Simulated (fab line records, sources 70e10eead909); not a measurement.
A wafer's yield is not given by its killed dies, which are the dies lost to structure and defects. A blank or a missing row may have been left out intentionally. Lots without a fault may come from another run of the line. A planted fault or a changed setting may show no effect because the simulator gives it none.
Matching of chambers || flow nand_harc || NHARC_A_BLC_DESCUM_15 on rie_diel-09 has 4 sister chambers
The step chemistry O2, time 3 s. 16 wafers are shown with their chamber, then 8 later ones without.

## WAFERS PAIRED WITH THEIR CHAMBERS
{"wafer": "L448.3", "chamber": 1, "showerhead_plenum_p_Torr (Torr)": 1.93, "drypump_motor_current_A (A)": 5.9, "oes_product_au (a.u.)": 0.986}
{"wafer": "L448.4", "chamber": 0, "showerhead_plenum_p_Torr (Torr)": 1.99, "drypump_motor_current_A (A)": 5.4, "oes_product_au (a.u.)": 1.026}
{"wafer": "L448.5", "chamber": 0, "showerhead_plenum_p_Torr (Torr)": 1.99, "drypump_motor_current_A (A)": 5.4, "oes_product_au (a.u.)": 1.027}
{"wafer": "L449.4", "chamber": 0, "showerhead_plenum_p_Torr (Torr)": 1.99, "drypump_motor_current_A (A)": 5.4, "oes_product_au (a.u.)": 1.021}
{"wafer": "L449.5", "chamber": 1, "showerhead_plenum_p_Torr (Torr)": 1.93, "drypump_motor_current_A (A)": 5.9, "oes_product_au (a.u.)": 0.989}
{"wafer": "L449.6", "chamber": 0, "showerhead_plenum_p_Torr (Torr)": 1.99, "drypump_motor_current_A (A)": 5.4, "oes_product_au (a.u.)": 1.006}
{"wafer": "L454.1", "chamber": 1, "showerhead_plenum_p_Torr (Torr)": 1.93, "drypump_motor_current_A (A)": 5.9, "oes_product_au (a.u.)": 1.008}
{"wafer": "L454.2", "chamber": 0, "showerhead_plenum_p_Torr (Torr)": 1.99, "drypump_motor_current_A (A)": 5.4, "oes_product_au (a.u.)": 1.028}
{"wafer": "L454.4", "chamber": 3, "showerhead_plenum_p_Torr (Torr)": 1.92, "drypump_motor_current_A (A)": 4.9, "oes_product_au (a.u.)": 1.008}
{"wafer": "L455.1", "chamber": 1, "showerhead_plenum_p_Torr (Torr)": 1.93, "drypump_motor_current_A (A)": 5.9, "oes_product_au (a.u.)": 1.004}
{"wafer": "L455.2", "chamber": 3, "showerhead_plenum_p_Torr (Torr)": 1.92, "drypump_motor_current_A (A)": 4.9, "oes_product_au (a.u.)": 1.016}
{"wafer": "L455.4", "chamber": 2, "showerhead_plenum_p_Torr (Torr)": 1.78, "drypump_motor_current_A (A)": 5.9, "oes_product_au (a.u.)": 1.007}
{"wafer": "L461.1", "chamber": 3, "showerhead_plenum_p_Torr (Torr)": 1.91, "drypump_motor_current_A (A)": 4.8, "oes_product_au (a.u.)": 1.017}
{"wafer": "L461.2", "chamber": 2, "showerhead_plenum_p_Torr (Torr)": 1.78, "drypump_motor_current_A (A)": 5.9, "oes_product_au (a.u.)": 1.011}
{"wafer": "L461.6", "chamber": 3, "showerhead_plenum_p_Torr (Torr)": 1.91, "drypump_motor_current_A (A)": 4.9, "oes_product_au (a.u.)": 1.024}
{"wafer": "L462.1", "chamber": 1, "showerhead_plenum_p_Torr (Torr)": 1.93, "drypump_motor_current_A (A)": 5.9, "oes_product_au (a.u.)": 1.001}

SIGNATURES, as means of the wafers listed above
{"reading": "showerhead_plenum_p_Torr", "chamber 0": 1.9900, "chamber 1": 1.9300, "chamber 2": 1.7800, "chamber 3": 1.9150, "scatter within a chamber": 0.00289}
{"reading": "drypump_motor_current_A", "chamber 0": 5.400, "chamber 1": 5.900, "chamber 2": 5.900, "chamber 3": 4.875, "scatter within a chamber": 0.025}
{"reading": "oes_product_au", "chamber 0": 1.02160, "chamber 1": 0.99760, "chamber 2": 1.00900, "chamber 3": 1.01625, "scatter within a chamber": 0.00836}
Rule: distance of a wafer from a chamber = root of the sum over the readings of ((wafer's reading minus chamber's mean) / reading's scatter) squared. If the next closest chamber is less than 2 further off than the closest, the wafer can't be placed; otherwise it belongs to the closest. The scatter is the square root of a quotient: the sum, over the shown wafers, of each reading's squared deviation from its chamber's mean, divided by wafers minus chambers.

## WAFERS WITHOUT THEIR CHAMBER
{"wafer": "L462.3", "showerhead_plenum_p_Torr (Torr)": 1.91, "drypump_motor_current_A (A)": 4.9, "oes_product_au (a.u.)": 1.012}
{"wafer": "L462.6", "showerhead_plenum_p_Torr (Torr)": 1.93, "drypump_motor_current_A (A)": 5.9, "oes_product_au (a.u.)": 1.014}
{"wafer": "L466.2", "showerhead_plenum_p_Torr (Torr)": 1.78, "drypump_motor_current_A (A)": 5.9, "oes_product_au (a.u.)": 0.999}
{"wafer": "L466.4", "showerhead_plenum_p_Torr (Torr)": 1.93, "drypump_motor_current_A (A)": 5.9, "oes_product_au (a.u.)": 0.999}
{"wafer": "L466.5", "showerhead_plenum_p_Torr (Torr)": 1.91, "drypump_motor_current_A (A)": 4.9, "oes_product_au (a.u.)": 1.014}
{"wafer": "L468.1", "showerhead_plenum_p_Torr (Torr)": 1.91, "drypump_motor_current_A (A)": 4.9, "oes_product_au (a.u.)": 1.020}
{"wafer": "L468.2", "showerhead_plenum_p_Torr (Torr)": 1.99, "drypump_motor_current_A (A)": 5.4, "oes_product_au (a.u.)": 1.031}
{"wafer": "L468.3", "showerhead_plenum_p_Torr (Torr)": 1.78, "drypump_motor_current_A (A)": 5.9, "oes_product_au (a.u.)": 1.015}

## EACH ONE'S CHAMBER
{"wafer": "L462.3", "from the rows above": 3, "in truth": 3}
{"wafer": "L462.6", "from the rows above": 1, "in truth": 1}
{"wafer": "L466.2", "from the rows above": 2, "in truth": 2}
{"wafer": "L466.4", "from the rows above": 1, "in truth": 1}
{"wafer": "L466.5", "from the rows above": 3, "in truth": 3}
{"wafer": "L468.1", "from the rows above": 3, "in truth": 3}
{"wafer": "L468.2", "from the rows above": 0, "in truth": 0}
{"wafer": "L468.3", "from the rows above": 2, "in truth": 2}
Correctly placed: 8 of 8. Left unplaced by these rows: 0. Number placed wrongly: 0.
